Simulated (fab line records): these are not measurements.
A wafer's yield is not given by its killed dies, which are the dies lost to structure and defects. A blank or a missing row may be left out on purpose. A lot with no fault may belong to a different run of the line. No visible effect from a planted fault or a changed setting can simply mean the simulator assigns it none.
Chamber matching    flow nand-harc    NHARC_A_M1_STRIP_18 on rie-diel-12: 4 sister chambers
The step strips in N2/H2. 4 wafers are shown with their chamber, then 7 later ones without.

## WAFERS WITH THEIR CHAMBER
wafer   chamber  showerhead-plenum-p-Torr (Torr)
L794.2  3        1.94
L794.4  1        2.18
L804.2  2        2.20
L804.3  0        2.19

## WAFERS MISSING THEIR CHAMBER
wafer   showerhead-plenum-p-Torr (Torr)
L804.6  2.20
L805.1  1.93
L805.3  2.20
L805.4  2.19
L809.1  2.18
L809.2  2.20
L809.4  2.19

## EACH ONE'S CHAMBER
wafer   from the rows above  in truth
L804.6  2                    2
L805.1  3                    3
L805.3  2                    2
L805.4  0                    0
L809.1  1                    1
L809.2  2                    2
L809.4  0                    0
7 of 7 placed correctly. From these rows, 0 cannot be placed. Number placed wrongly: 0.
How it was worked out, from the rows above alone: a wafer's distance from a chamber is the root of the sum, over the readings, of the square of ((its reading less the chamber's mean) divided by the reading's scatter). If the next closest chamber is less than 2 further off than the closest, the wafer can't be placed; otherwise it belongs to the closest. For every chamber, the mean is computed from those of its wafers that are shown. The scatter: root of mean squared gap, hidden wafer to nearest shown wafer, with one shown wafer a chamber.
